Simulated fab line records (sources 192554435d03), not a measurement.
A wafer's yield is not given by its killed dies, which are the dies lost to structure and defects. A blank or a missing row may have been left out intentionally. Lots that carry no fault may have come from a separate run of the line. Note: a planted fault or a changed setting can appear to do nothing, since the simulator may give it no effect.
fab line records | flow n5Finfet
record: lots: 6 wafers: 18 lastDay: 18
route steps=1938 shown BEOL_M4@1091 PASSIVATION@1936
lots that met no fault: taken from a fault-free run of the same line
startH: hours from the record's first day to the start of the lot's first wafer shown | waitH: hours since the lot's step before | " identical to the entry in the row above | L1.1+2: one row covering several wafers at once | - no value, or no start was given | * or withheld: withheld | < > ~ a bound
route shown NAME@n: a module of which the file shows steps, and the number in the route of the first | usual: mean/standard deviation taken from wafers without a fault | same: alike in all rows | chamber/n: place in a boat | sites: per-site readings | _std_site: standard deviation across them | _edge_site: outer sites' mean less inner sites' | radiusMm: how far each site lies from the wafer's centre | mask NAME#n: copy n | behind: the most recent tool/chamber to have shaped the wafer | hold: the reason the lot was held/the length of the hold in hours/how it ended | device: transistor that didn't switch, given as n, p or np | end of line: at the end of the route, the tests of the same wafers | for a step that has no rows: nothing shown but its recipe | killed: not the wafer's yield, but the dies lost to structure and defects at the first sort | map: a wafer's dies, x killed, . not, _ none there
set.NAME: the setting as run; set.NAME@STEP: as run at that earlier step | model.NAME: the simulator's own value behind a step, which no gauge read
lots seen at some steps along the route; tables by step, rows by wafer
services: from which hour (startH, from the record's first day; less than 0 if before it) a tool's chamber was out of use, for how many hours, and why
== steps ==
step: N5_BEOL_M4_ANNEAL_87
recipe: tempC: 400 timeS: 240 ambient: vacuum
usual: heaterPowerW: 818/84 susceptorTempC: 400.02/0.21
same: timeS: 240
columns lot.wafer tool chamber startH waitH heaterPowerW susceptorTempC
L467.1 pvdSputter-02 - 174.53 0.0 922 400.08
L467.3 " - " " 846 400.14
L467.4 " - " " 950 400.00
L472.4 pvdSputter-03 - 201.02 0.0 766 399.40
L472.5 " - " " 760 399.52
L472.6 " - " " 891 400.02
L477.1 pvdSputter-01 - 229.08 0.0 774 400.42
L477.2 " - " " 786 400.09
L477.3 " - " " 597 400.24
L478.1 pvdSputter-03 - 233.77 0.0 860 400.13
L478.3 " - " " 871 399.53
L478.5 " - " " 754 399.86
L481.2 pvdSputter-03 - 248.85 0.0 881 400.61
L481.5 " - " " 862 400.85
L481.6 " - " " 880 400.10
L488.1 pvdSputter-01 - 301.96 0.0 788 400.08
L488.4 " - " " 790 400.01
L488.6 " - " " 578 399.99
step: N5_BEOL_M4_SPUTTER_88
recipe: material: Cu targetThkA: 45 tempC: -20 chamberPressurePa: 0.07 powerW: withheld timeS: 8.29
step: N5_BEOL_M4_ANNEAL_89
recipe: tempC: 400 timeS: 240 ambient: vacuum
usual: heaterPowerW: 819/86 susceptorTempC: 400.01/0.22
same: timeS: 240
columns lot.wafer tool chamber startH waitH heaterPowerW susceptorTempC
L467.1 pvdSputter-02 - 174.75 0.0 923 400.27
L467.3 " - " " 851 400.26
L467.4 " - " " 930 399.84
L472.4 pvdSputter-03 - 201.24 0.0 738 399.74
L472.5 " - " " 735 399.95
L472.6 " - " " 865 400.06
L477.1 pvdSputter-01 - 229.30 0.0 792 400.06
L477.2 " - " " 787 400.07
L477.3 " - " " 588 400.02
L478.1 pvdSputter-03 - 233.99 0.0 863 400.03
L478.3 " - " " 889 400.20
L478.5 " - " " 773 399.82
L481.2 pvdSputter-03 - 249.07 0.0 880 400.23
L481.5 " - " " 860 400.07
L481.6 " - " " 887 399.96
L488.1 pvdSputter-01 - 302.18 0.0 785 399.93
L488.4 " - " " 800 400.03
L488.6 " - " " 602 400.40
step: N5_BEOL_M4_SPUTTER_90
recipe: material: Cu targetThkA: 45 tempC: -20 chamberPressurePa: 0.07 powerW: withheld timeS: 8.29
step: N5_BEOL_M4_ANNEAL_91
recipe: tempC: 400 timeS: 240 ambient: vacuum
step: N5_BEOL_M4_SPUTTER_92
recipe: material: Cu targetThkA: 45 tempC: -20 chamberPressurePa: 0.07 powerW: withheld timeS: 8.29
step: N5_BEOL_M4_ANNEAL_93
recipe: tempC: 400 timeS: 240 ambient: vacuum
step: N5_BEOL_M4_SPUTTER_94
recipe: material: Cu targetThkA: 45 tempC: -20 chamberPressurePa: 0.07 powerW: withheld timeS: 8.29
step: N5_BEOL_M4_ANNEAL_95
recipe: tempC: 400 timeS: 240 ambient: vacuum
step: N5_BEOL_M4_SPUTTER_96
recipe: material: Cu targetThkA: 45 tempC: -20 chamberPressurePa: 0.07 powerW: withheld timeS: 8.29
step: N5_BEOL_M4_ECD_50
recipe: material: Cu targetThkA: 3000
step: N5_BEOL_M4_ANNEAL_51
recipe: tempC: 225 timeS: 90 ambient: N2
usual: wafer_temp_C_max: 226.00/0.26
same: timeS: 90
columns lot.wafer tool chamber startH waitH wafer_temp_C_max
L467.1 rtpAnneal-01 0 176.03 0.3 225.84
L467.3 " 0 " " 226.06
L467.4 " 0 " " 225.91
L472.4 rtpAnneal-02 0 202.37 0.2 225.69
L472.5 " 0 " " 226.11
L472.6 " 0 " " 225.60
L477.1 rtpAnneal-02 0 230.30 0.1 226.15
L477.2 " 0 " " 225.77
L477.3 " 0 " " 225.89
L478.1 rtpAnneal-01 0 234.99 0.1 225.89
L478.3 " 0 " " 225.94
L478.5 " 0 " " 226.08
L481.2 rtpAnneal-02 0 250.11 0.1 226.39
L481.5 " 0 " " 225.97
L481.6 " 0 " " 226.68
L488.1 rtpAnneal-02 0 303.18 0.1 225.99
L488.4 " 0 " " 226.41
L488.6 " 0 " " 225.59
step: N5_BEOL_M4_CMP_52
recipe: stopOn: SiOC tOverpolishS: 6.8 downForcePsi: 1 platenRpm: 50 clearingPlatenDownForcePsi: 1.5 clearingPlatenRpm: 50 postCmpClean: cuAlkaline targetThkNm: 40 clearingPlatenPadVelocityMS: 0.99484 padVelocityMS: 0.99484
usual: barrierFieldEndpointS: 24.5/0.86 clearingPlatenDownForcePsi: 1.4997/0.0029 motorCurrentA: 6.1/0.55 overpolishRunS: 6.800/0.0084 slurryFilterDpKPa: 13.50/0.14 timeToEndpointS: 60/4.4
same: tOverpolishS: 6.8
columns lot.wafer tool chamber startH waitH barrierFieldEndpointS clearingPlatenDownForcePsi motorCurrentA overpolishRunS slurryFilterDpKPa timeToEndpointS
L467.3 cmp-01 0 176.33 0.2 25.3 1.4984 6.6 6.799 13.35 64
L467.4 " 2 " " 24.0 1.4976 5.6 6.799 13.96 57
L467.1 " 3 " " 24.1 1.5014 6.2 6.800 13.25 60
L472.4 cmp-04 3 202.65 0.2 23.8 1.5022 5.9 6.800 13.44 53
L472.6 " 0 " " 25.8 1.4903 6.2 6.798 13.47 66
L472.5 " 1 " " 25.5 1.5010 5.9 6.809 13.46 65
L477.3 cmp-04 3 230.59 0.2 41.2 1.5001 5.8 0.036 13.75 81
L477.2 " 0 " " 41.2 1.4977 6.7 0.035 13.64 82
L477.1 " 1 " " 41.2 1.4997 5.9 0.037 13.54 82
L478.1 cmp-04 1 235.36 0.3 41.2 1.4988 5.8 0.037 13.41 81
L478.3 " 2 " " 41.2 1.4997 5.7 0.041 13.22 81
L478.5 " 3 " " 41.2 1.5017 5.8 0.045 13.39 81
L481.2 cmp-03 2 250.47 0.3 24.1 1.5059 7.2 6.801 13.67 59
L481.5 " 3 " " 24.6 1.4976 6.1 6.794 13.46 58
L481.6 " 0 " " 25.4 1.5014 5.8 6.806 13.62 59
L488.4 cmp-01 1 303.56 0.2 24.4 1.5007 5.2 6.793 13.23 58
L488.1 " 2 " " 24.4 1.5042 5.6 6.799 13.44 59
L488.6 " 0 " " 26.4 1.4945 6.8 6.800 13.70 72
step: N5_BEOL_M4_THK_MEAS_53
recipe: thkMeasGauge: xrf reads: Cu_of_BEOL_M4_ECD_50
usual: M4_THK: 38.2/2
columns lot.wafer tool chamber startH waitH M4_THK[nm]
L467.1 filmMetro-01 - 176.62 - 36.5
L467.3 " - " " 39.4
L467.4 " - " " 36.9
L472.4 filmMetro-01 - 202.83 - 36.4
L472.5 " - " " 40.4
L472.6 " - " " 41.7
L477.1 filmMetro-01 - 230.89 - 143.7
L477.2 " - " " 143.3
L477.3 " - " " 153.6
L478.1 filmMetro-01 - 235.58 - 151.3
L478.3 " - " " 140.8
L478.5 " - " " 135.1
L481.2 filmMetro-02 - 250.66 - 37.1
L481.5 " - " " 38.5
L481.6 " - " " 38.0
L488.1 filmMetro-01 - 303.77 - 36.5
L488.4 " - " " 37.2
L488.6 " - " " 40.8
step: N5_BEOL_M4_PRE_CLEAN_60
recipe: gas: NH3/H2 timeS: 15 tempC: * rfPowerW: 300
step: N5_BEOL_M4_CO_CAP_55
recipe: material: Co targetThkA: 20 tempC: 200 precursor: CCTBA/H2 pressureTorr: 30 timeS: 102.1
usual: heaterPowerW: 251/14 susceptorTempC: 199.99/0.16
same: timeS: 102.1
columns lot.wafer tool chamber startH waitH heaterPowerW susceptorTempC
L467.1 cvdCo-02 1 176.99 0.0 239 199.88
L467.3 " 0 " " 255 199.90
L467.4 " 1 " " 242 200.01
L472.4 cvdCo-02 2 202.95 0.0 260 199.88
L472.5 " 1 " " 240 199.82
L472.6 " 0 " " 254 199.85
L477.1 cvdCo-02 1 230.97 0.0 252 199.82
L477.2 " 0 " " 261 199.78
L477.3 " 2 " " 261 199.84
L478.1 cvdCo-02 1 235.66 0.0 243 199.94
L478.3 " 0 " " 267 200.01
L478.5 " 2 " " 256 200.02
L481.2 cvdCo-02 2 250.73 0.0 262 200.03
L481.5 " 1 " " 244 199.88
L481.6 " 0 " " 258 199.71
L488.1 cvdCo-01 0 303.85 0.0 220 199.84
L488.4 " 2 " " 269 200.10
L488.6 " 1 " " 219 199.85
step: N5_BEOL_M4_PRE_CLEAN_56
recipe: gas: NH3 timeS: 15 tempC: withheld rfPowerW: 300
step: N5_BEOL_M4_DEP_57
recipe: material: SiCN targetThkA: 80 tempC: withheld precursor: 3MS/NH3 pressureTorr: 3 rfW: 202 timeS: 14
usual: showerheadPlenumPTorr: 3.670/0.0095 throttleValvePct: 8.8/0.5
same: timeS: 14
columns lot.wafer tool chamber startH waitH showerheadPlenumPTorr throttleValvePct
L467.1 pecvd-02 0 177.10 0.0 3.670 8.7
L467.3 " 2 " " 3.662 8.3
L467.4 " 2 " " 3.665 8.4
L472.4 pecvd-02 2 203.05 0.0 3.667 8.4
L472.5 " 0 " " 3.666 9.0
L472.6 " 1 " " 3.679 8.3
L477.1 pecvd-02 0 231.08 0.0 3.670 9.0
L477.2 " 1 " " 3.686 8.5
L477.3 " 2 " " 3.657 8.2
L478.1 pecvd-04 0 235.78 0.0 3.675 9.9
L478.3 " 2 " " 3.673 9.1
L478.5 " 0 " " 3.683 10.1
L481.2 pecvd-03 1 250.85 0.0 3.667 8.8
L481.5 " 0 " " 3.682 9.2
L481.6 " 1 " " 3.660 8.9
L488.1 pecvd-02 0 303.97 0.0 3.665 9.3
L488.4 " 1 " " 3.666 8.3
L488.6 " 2 " " 3.663 8.3
step: N5_BEOL_M4_INSPECT_59
recipe: inspectInstrument: darkfield mode: postDep
usual: rawDefectCount: 75/26
columns lot.wafer tool chamber startH waitH rawDefectCount
L467.1 defectInspect-01 - 177.20 0.0 92
L467.3 " - " " 120
L467.4 " - " " 63
L472.4 defectInspect-02 - 203.12 0.0 84
L472.5 " - " " 85
L472.6 " - " " 77
L477.1 defectInspect-02 - 231.17 0.0 5002
L477.2 " - " " 4936
L477.3 " - " " 4933
L478.1 defectInspect-01 - 235.87 0.0 4859
L478.3 " - " " 4977
L478.5 " - " " 5013
L481.2 defectInspect-02 - 250.94 0.0 108
L481.5 " - " " 112
L481.6 " - " " 61
L488.1 defectInspect-02 - 304.32 0.3 46
L488.4 " - " " 78
L488.6 " - " " 75
step: N5_BEOL_M4_RC_MEAS_101
usual: DIBL_N: 36.4/2 DIBL_P: 36.1/2.5 IOFF_N: 0.16/0.037 IOFF_P: 0.20/0.038 ION_N: 670/13 ION_P: 459/8.3 SS_N: 71.6/0.69 SS_P: 73.3/0.72 VT_N: 250/3.4 VT_P: -251/3.1
columns lot.wafer tool chamber startH waitH DIBL_N[mV/V] DIBL_P[mV/V] IOFF_N[nA/um] IOFF_P[nA/um] ION_N[uA/um] ION_P[uA/um] SS_N[mV/dec] SS_P[mV/dec] VT_N[mV] VT_P[mV]
L467.1 prober-02 0 177.22 0.0 41.0 41.8 0.23 0.24 683 462 72.8 74.0 248 -252
L467.3 " 0 " " 40.0 41.1 0.21 0.25 681 461 72.7 73.7 246 -250
L467.4 " 0 " " 35.3 34.9 0.12 0.14 667 444 71.6 72.3 257 -255
L472.4 prober-01 0 203.89 0.8 34.7 35.1 0.16 0.21 682 466 71.2 73.4 246 -248
L472.5 " 0 " " 33.2 32.1 0.12 0.16 649 448 71.2 72.6 255 -253
L472.6 " 0 " " 35.5 36.3 0.17 0.21 677 460 71.4 73.4 249 -249
L481.2 prober-02 0 251.12 0.2 35.6 34.9 0.14 0.19 676 468 71.2 72.7 251 -251
L481.5 " 0 " " 34.9 34.6 0.14 0.18 659 457 71.1 72.5 250 -252
L481.6 " 0 " " 38.1 38.5 0.18 0.24 678 462 71.9 74.0 250 -251
L488.1 prober-01 0 304.35 0.0 38.8 39.0 0.23 0.22 697 464 71.5 74.2 244 -252
L488.4 " 0 " " 35.6 36.4 0.16 0.18 677 462 71.3 73.5 248 -253
L488.6 " 0 " " 37.6 38.2 0.19 0.21 671 456 71.8 74.1 248 -251
step: N5_PASSIVATION_PROBE_49
usual: defectLimitedYield: 91.2/1.6 killed_at_M0_to_M3: 34/11 killed_at_M4_up: 13/5.2 killedAtContacts: 13/6.3 killedAtFrontEnd: 40/14 killedAtOther: 3.2/2.4 killedDies: 104/19 killedOnRim: 14/4.2 killedOpen: 69/14 killedShort: 32/7.5 sort_bin_5_function: 5.3/1.1 sort_bin_6_memory: 3.2/0.73 sort_bin_8_speed: 0.01/0.038 sortNPass: 1076/19 sortYieldPct: 91.2/1.6
same: grossDies: 1180 killedAtBackSide: 0 sort_bin_4_leakage[%]: 0
columns lot.wafer tool chamber startH waitH defectLimitedYield[%] killed_at_M0_to_M3 killed_at_M4_up killedAtContacts killedAtFrontEnd killedAtOther killedDies killedOnRim killedOpen killedShort sort_bin_5_function[%] sort_bin_6_memory[%] sort_bin_8_speed[%] sortNPass sortYieldPct[%]
L467.1 prober-02 - 277.15 0.0 89.1 28 8 11 80 2 129 18 85 41 6.3 4.2 0.08 1051 89.1
L467.3 prober-02 - 277.25 0.1 88.9 25 13 18 66 9 131 14 81 42 7.3 3.3 0 1049 88.9
L467.4 prober-02 - 277.30 0.2 91.8 12 12 14 59 0 97 22 69 27 5.0 3.1 0 1083 91.8
L472.4 prober-01 - 315.09 0.2 91.0 47 16 9 29 5 106 14 70 33 5.2 3.6 0 1074 91.0
L472.5 prober-01 - 315.14 0.2 90.6 57 15 10 27 2 111 12 71 34 4.2 4.5 0.08 1068 90.5
L472.6 prober-01 - 315.19 0.3 91.9 32 10 24 24 5 95 8 65 28 4.5 3.5 0 1085 91.9
L478.1 prober-02 - 335.66 0.0 0 31 1107 8 28 6 1180 152 52 32 4.2 2.7 0 0 0
L478.3 prober-02 - 335.76 0.1 0 41 1098 2 36 3 1180 152 60 31 4.1 3.1 0 0 0
L478.5 prober-02 - 335.86 0.2 0 41 1091 6 39 3 1180 152 79 26 5.4 3.1 0 0 0
L477.1 prober-02 - 358.47 0.0 0 38 1081 12 49 0 1180 152 79 38 5.3 4.2 0 0 0
L477.2 prober-02 - 358.52 0.1 0 23 1108 18 30 1 1180 152 61 24 3.7 3.3 0 0 0
L477.3 prober-02 - 358.57 0.1 0 28 1116 7 29 0 1180 152 47 26 3.5 2.4 0 0 0
L481.2 prober-02 - 364.54 0.1 88.3 52 21 21 39 5 138 19 95 41 7.1 4.4 0 1042 88.3
L481.5 prober-02 - 364.69 0.2 92.3 32 9 13 33 4 91 11 58 27 5.1 2.5 0 1089 92.3
L481.6 prober-02 - 364.74 0.3 89.4 64 8 11 38 4 125 11 83 39 6.0 4.3 0 1055 89.4
L488.1 prober-02 - 421.56 0.0 91.1 17 29 5 48 6 105 12 64 39 5.6 3.0 0 1075 91.1
L488.4 prober-02 - 421.71 0.2 91.8 27 22 6 40 2 97 6 61 33 5.2 2.8 0 1083 91.8
L488.6 prober-02 - 421.81 0.3 91.2 22 28 11 40 3 104 15 75 29 5.2 3.4 0 1076 91.2
killed by level:class
L467.1 STI_FIN_REVEAL:geometricParticle:open=17 FIN_SAQP:geometricParticle:short=14 FIN_SAQP:geometricParticle:open=12 DUMMY_GATE:geometricParticle:open=11 BEOL_M3:geometricParticle:open=9 MOL_CONTACT_COAG:geometricParticle:open=9 GATE_CUT:geometricParticle:short=7 BEOL_M1:geometricParticle:open=7
L467.3 STI_FIN_REVEAL:geometricParticle:open=22 MOL_CONTACT_COAG:geometricParticle:open=11 BEOL_M0_SAQP:geometricParticle:short=8 PASSIVATION:areaEtch=8 FIN_SAQP:geometricParticle:open=7 STI_FIN_REVEAL:geometricParticle:short=7 MOL_CONTACT_COAG:geometricParticle:short=7 BEOL_M4:geometricParticle:open=7
L467.4 STI_FIN_REVEAL:geometricParticle:open=24 MOL_CONTACT_COAG:geometricParticle:open=11 FIN_SAQP:geometricParticle:short=10 FIN_SAQP:geometricParticle:open=7 BEOL_M0_SAQP:geometricParticle:short=5 BEOL_M4:geometricParticle:open=5 STARTING-WAFER:geometricParticle:short=5 GATE_CUT:geometricParticle:open=3
L472.4 BEOL_M0_SAQP:geometricParticle:open=12 BEOL_M0_SAQP:geometricParticle:short=10 BEOL_M3:geometricParticle:open=10 MOL_CONTACT_COAG:geometricParticle:open=8 BEOL_M2:geometricParticle:open=8 STI_FIN_REVEAL:geometricParticle:open=7 DUMMY_GATE:geometricParticle:open=5 STARTING-WAFER:geometricParticle:short=5
L472.5 BEOL_M2:geometricParticle:open=16 BEOL_M0_SAQP:geometricParticle:open=13 BEOL_M0_SAQP:geometricParticle:short=8 BEOL_M6:geometricParticle:open=7 STI_FIN_REVEAL:geometricParticle:open=6 MOL_CONTACT_COAG:geometricParticle:open=6 BEOL_M1:geometricParticle:open=5 BEOL_M2:geometricParticle:short=5
L472.6 MOL_CONTACT_COAG:geometricParticle:open=18 STI_FIN_REVEAL:geometricParticle:open=8 BEOL_M0_SAQP:geometricParticle:short=7 BEOL_M3:geometricParticle:open=7 STARTING-WAFER:geometricParticle:open=6 MOL_CONTACT_COAG:geometricParticle:short=6 BEOL_M0_SAQP:geometricParticle:open=6 BEOL_M1:geometricParticle:open=3
L478.1 BEOL_M4:areaCmp=1096 BEOL_M0_SAQP:geometricParticle:open=11 FIN_SAQP:geometricParticle:open=8 BEOL_M0_SAQP:geometricParticle:short=7 STARTING-WAFER:geometricParticle:open=5 MOL_CONTACT_COAG:geometricParticle:open=4 MOL_CONTACT_COAG:geometricParticle:short=4 BEOL_M3:geometricParticle:open=4
L478.3 BEOL_M4:areaCmp=1088 BEOL_M2:geometricParticle:open=11 STI_FIN_REVEAL:geometricParticle:open=7 BEOL_M0_SAQP:geometricParticle:short=7 DUMMY_GATE:geometricParticle:open=6 BEOL_M3:geometricParticle:open=6 FIN_SAQP:geometricParticle:open=4 BEOL_M0_SAQP:geometricParticle:open=4
L478.5 BEOL_M4:areaCmp=1075 FIN_SAQP:geometricParticle:open=14 BEOL_M3:geometricParticle:open=13 BEOL_M2:geometricParticle:open=12 FIN_SAQP:geometricParticle:short=9 STI_FIN_REVEAL:geometricParticle:open=8 BEOL_M0_SAQP:geometricParticle:open=8 BEOL_M0_SAQP:geometricParticle:short=6
L477.1 BEOL_M4:areaCmp=1063 STI_FIN_REVEAL:geometricParticle:open=16 BEOL_M0_SAQP:geometricParticle:open=10 MOL_CONTACT_COAG:geometricParticle:open=9 BEOL_M0_SAQP:geometricParticle:short=7 BEOL_M1:geometricParticle:open=7 FIN_SAQP:geometricParticle:short=6 BEOL_M2:geometricParticle:open=5
L477.2 BEOL_M4:areaCmp=1095 MOL_CONTACT_COAG:geometricParticle:open=15 BEOL_M0_SAQP:geometricParticle:short=7 DUMMY_GATE:geometricParticle:open=6 FIN_SAQP:geometricParticle:open=5 STI_FIN_REVEAL:geometricParticle:open=5 BEOL_M4:geometricParticle:open=5 BEOL_M6:geometricParticle:open=5
L477.3 BEOL_M4:areaCmp=1107 BEOL_M0_SAQP:geometricParticle:short=10 BEOL_M0_SAQP:geometricParticle:open=10 STI_FIN_REVEAL:geometricParticle:open=8 MOL_CONTACT_COAG:geometricParticle:open=6 FIN_SAQP:geometricParticle:short=4 DUMMY_GATE:geometricParticle:open=4 BEOL_M3:geometricParticle:open=4
L481.2 MOL_CONTACT_COAG:geometricParticle:open=15 BEOL_M4:geometricParticle:open=15 BEOL_M0_SAQP:geometricParticle:short=12 BEOL_M0_SAQP:geometricParticle:open=12 BEOL_M3:geometricParticle:open=9 FIN_SAQP:geometricParticle:open=9 STI_FIN_REVEAL:geometricParticle:open=6 DUMMY_GATE:geometricParticle:open=6
L481.5 FIN_SAQP:geometricParticle:open=8 MOL_CONTACT_COAG:geometricParticle:open=8 BEOL_M0_SAQP:geometricParticle:open=8 BEOL_M0_SAQP:geometricParticle:short=7 BEOL_M2:geometricParticle:open=7 DUMMY_GATE:geometricParticle:open=5 BEOL_M0:geometricParticle:open=5 PASS1_DEP:geometricParticle:short=4
L481.6 BEOL_M0_SAQP:geometricParticle:open=15 BEOL_M1:geometricParticle:open=15 GATE_CUT:geometricParticle:short=10 BEOL_M3:geometricParticle:open=9 MOL_CONTACT_COAG:geometricParticle:open=8 BEOL_M0_SAQP:geometricParticle:short=8 BEOL_M2:geometricParticle:open=7 STI_FIN_REVEAL:geometricParticle:open=5
L488.1 BEOL_M4:geometricParticle:open=19 STI_FIN_REVEAL:geometricParticle:open=14 FIN_SAQP:geometricParticle:short=7 STI_FIN_REVEAL:geometricParticle:short=7 BEOL_M0_SAQP:geometricParticle:short=4 BEOL_M0_SAQP:geometricParticle:open=4 BEOL_M4:geometricParticle:short=4 STARTING-WAFER:geometricParticle:open=4
L488.4 STI_FIN_REVEAL:geometricParticle:open=17 BEOL_M4:geometricParticle:open=10 FIN_SAQP:geometricParticle:short=7 BEOL_M0_SAQP:geometricParticle:short=7 DUMMY_GATE:geometricParticle:open=5 BEOL_M4:geometricParticle:short=5 BEOL_M0_SAQP:geometricParticle:open=5 BEOL_M2:geometricParticle:open=5
L488.6 STI_FIN_REVEAL:geometricParticle:open=17 BEOL_M4:geometricParticle:open=16 MOL_CONTACT_COAG:geometricParticle:open=10 FIN_SAQP:geometricParticle:open=7 FIN_SAQP:geometricParticle:short=7 BEOL_M1:geometricParticle:open=5 BEOL_M4:geometricParticle:short=5 BEOL_M3:geometricParticle:open=4
map L477.1 (x killed, . not)
_________________xxxxxxxxxxxx________________
______________xxxxxxxxxxxxxxxxxx_____________
___________xxxxxxxxxxxxxxxxxxxxxxxx__________
__________xxxxxxxxxxxxxxxxxxxxxxxxxx_________
________xxxxxxxxxxxxxxxxxxxxxxxxxxxxxx_______
_______xxxxxxxxxxxxxxxxxxxxxxxxxxxxxxxx______
______xxxxxxxxxxxxxxxxxxxxxxxxxxxxxxxxxx_____
_____xxxxxxxxxxxxxxxxxxxxxxxxxxxxxxxxxxxx____
____xxxxxxxxxxxxxxxxxxxxxxxxxxxxxxxxxxxxxx___
___xxxxxxxxxxxxxxxxxxxxxxxxxxxxxxxxxxxxxxxx__
___xxxxxxxxxxxxxxxxxxxxxxxxxxxxxxxxxxxxxxxx__
__xxxxxxxxxxxxxxxxxxxxxxxxxxxxxxxxxxxxxxxxxx_
__xxxxxxxxxxxxxxxxxxxxxxxxxxxxxxxxxxxxxxxxxx_
_xxxxxxxxxxxxxxxxxxxxxxxxxxxxxxxxxxxxxxxxxxxx
_xxxxxxxxxxxxxxxxxxxxxxxxxxxxxxxxxxxxxxxxxxxx
_xxxxxxxxxxxxxxxxxxxxxxxxxxxxxxxxxxxxxxxxxxxx
_xxxxxxxxxxxxxxxxxxxxxxxxxxxxxxxxxxxxxxxxxxxx
_xxxxxxxxxxxxxxxxxxxxxxxxxxxxxxxxxxxxxxxxxxxx
_xxxxxxxxxxxxxxxxxxxxxxxxxxxxxxxxxxxxxxxxxxxx
_xxxxxxxxxxxxxxxxxxxxxxxxxxxxxxxxxxxxxxxxxxxx
_xxxxxxxxxxxxxxxxxxxxxxxxxxxxxxxxxxxxxxxxxxxx
__xxxxxxxxxxxxxxxxxxxxxxxxxxxxxxxxxxxxxxxxxx_
__xxxxxxxxxxxxxxxxxxxxxxxxxxxxxxxxxxxxxxxxxx_
___xxxxxxxxxxxxxxxxxxxxxxxxxxxxxxxxxxxxxxxx__
___xxxxxxxxxxxxxxxxxxxxxxxxxxxxxxxxxxxxxxxx__
____xxxxxxxxxxxxxxxxxxxxxxxxxxxxxxxxxxxxxx___
_____xxxxxxxxxxxxxxxxxxxxxxxxxxxxxxxxxxxx____
______xxxxxxxxxxxxxxxxxxxxxxxxxxxxxxxxxx_____
_______xxxxxxxxxxxxxxxxxxxxxxxxxxxxxxxx______
________xxxxxxxxxxxxxxxxxxxxxxxxxxxxxx_______
__________xxxxxxxxxxxxxxxxxxxxxxxxxx_________
___________xxxxxxxxxxxxxxxxxxxxxxxx__________
______________xxxxxxxxxxxxxxxxxx_____________
_________________xxxxxxxxxxxx________________
map L478.1 (x killed, . not)
_________________xxxxxxxxxxxx________________
______________xxxxxxxxxxxxxxxxxx_____________
___________xxxxxxxxxxxxxxxxxxxxxxxx__________
__________xxxxxxxxxxxxxxxxxxxxxxxxxx_________
________xxxxxxxxxxxxxxxxxxxxxxxxxxxxxx_______
_______xxxxxxxxxxxxxxxxxxxxxxxxxxxxxxxx______
______xxxxxxxxxxxxxxxxxxxxxxxxxxxxxxxxxx_____
_____xxxxxxxxxxxxxxxxxxxxxxxxxxxxxxxxxxxx____
____xxxxxxxxxxxxxxxxxxxxxxxxxxxxxxxxxxxxxx___
___xxxxxxxxxxxxxxxxxxxxxxxxxxxxxxxxxxxxxxxx__
___xxxxxxxxxxxxxxxxxxxxxxxxxxxxxxxxxxxxxxxx__
__xxxxxxxxxxxxxxxxxxxxxxxxxxxxxxxxxxxxxxxxxx_
__xxxxxxxxxxxxxxxxxxxxxxxxxxxxxxxxxxxxxxxxxx_
_xxxxxxxxxxxxxxxxxxxxxxxxxxxxxxxxxxxxxxxxxxxx
_xxxxxxxxxxxxxxxxxxxxxxxxxxxxxxxxxxxxxxxxxxxx
_xxxxxxxxxxxxxxxxxxxxxxxxxxxxxxxxxxxxxxxxxxxx
_xxxxxxxxxxxxxxxxxxxxxxxxxxxxxxxxxxxxxxxxxxxx
_xxxxxxxxxxxxxxxxxxxxxxxxxxxxxxxxxxxxxxxxxxxx
_xxxxxxxxxxxxxxxxxxxxxxxxxxxxxxxxxxxxxxxxxxxx
_xxxxxxxxxxxxxxxxxxxxxxxxxxxxxxxxxxxxxxxxxxxx
_xxxxxxxxxxxxxxxxxxxxxxxxxxxxxxxxxxxxxxxxxxxx
__xxxxxxxxxxxxxxxxxxxxxxxxxxxxxxxxxxxxxxxxxx_
__xxxxxxxxxxxxxxxxxxxxxxxxxxxxxxxxxxxxxxxxxx_
___xxxxxxxxxxxxxxxxxxxxxxxxxxxxxxxxxxxxxxxx__
___xxxxxxxxxxxxxxxxxxxxxxxxxxxxxxxxxxxxxxxx__
____xxxxxxxxxxxxxxxxxxxxxxxxxxxxxxxxxxxxxx___
_____xxxxxxxxxxxxxxxxxxxxxxxxxxxxxxxxxxxx____
______xxxxxxxxxxxxxxxxxxxxxxxxxxxxxxxxxx_____
_______xxxxxxxxxxxxxxxxxxxxxxxxxxxxxxxx______
________xxxxxxxxxxxxxxxxxxxxxxxxxxxxxx_______
__________xxxxxxxxxxxxxxxxxxxxxxxxxx_________
___________xxxxxxxxxxxxxxxxxxxxxxxx__________
______________xxxxxxxxxxxxxxxxxx_____________
_________________xxxxxxxxxxxx________________
== services ==
columns tool chamber startH hours kind
pecvd-03 - 161.84 1.6 repair
cmp-01 - 183.00 2.6 repair
cmp-04 - 189.72 1.3 repair
cmp-03 - 192.55 7.1 pm
cmp-04 - 206.44 1.8 repair
cmp-03 - 209.25 4.0 pm
cvdCo-01 - 225.40 8.7 repair
cmp-03 - 230.23 0.5 repair
pecvd-02 - 240.84 1.9 repair
cmp-04 - 243.09 7.8 pm
cvdCo-01 1 243.35 14.7 repair
cvdCo-01 2 245.00 16.6 repair
cmp-01 - 249.27 0.4 repair
cmp-04 - 254.72 11.9 pm
cvdCo-02 - 261.34 3.8 pm
cmp-01 - 267.77 4.0 pm
cmp-03 - 273.50 26.7 repair
cvdCo-01 - 276.75 1.3 repair
pecvd-03 0 283.70 23.4 repair
pecvd-04 - 285.18 6.0 pm
pecvd-02 2 289.50 2.1 scheduledDown
pecvd-02 1 294.98 5.5 scheduledDown
cmp-04 - 301.98 4.0 pm
cmp-03 - 302.15 15.6 pm
== key ==
firstSign: step: N5_BEOL_M4_CMP_52 reading: overpolishRunS direction: down sigmas: 99+ usual: 6.800 struck: 0.038
effect: step: N5_BEOL_M4_CMP_52 reading: barrierFieldEndpointS direction: up sigmas: 19 usual: 24.5 struck: 41.2
effect: step: N5_BEOL_M4_THK_MEAS_53 reading: M4_THK direction: up sigmas: 52 usual: 38.2 struck: 144.7
effect: step: N5_BEOL_M4_INSPECT_59 reading: rawDefectCount direction: up sigmas: 99+ usual: 75 struck: 4953
effect: step: N5_PASSIVATION_PROBE_49 reading: killed_at_M4_up direction: up sigmas: 99+ usual: 13 struck: 1100
moreKillsBornAt: N5_BEOL_M4_CMP_52@cmp-04: 6524
metAt N5_BEOL_M4_CMP_52
struckWafers L477.1,L477.2,L477.3,L478.1,L478.3,L478.5
laterRowsLeftOut L477.1,L477.2,L477.3,L478.1,L478.3,L478.5
onsetBetween 202.65 230.59
fault: kind: processParameterDrift tool: cmp-04 chamber: - onsetH: 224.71 steps: N5_BEOL_M4_CMP_52 channel: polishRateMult offset: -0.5 shape: step endH: 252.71
laterRowsLeftOut: the simulator's readings of these wafers behind a module that went badly wrong aren't trusted and aren't shown, but for the sort
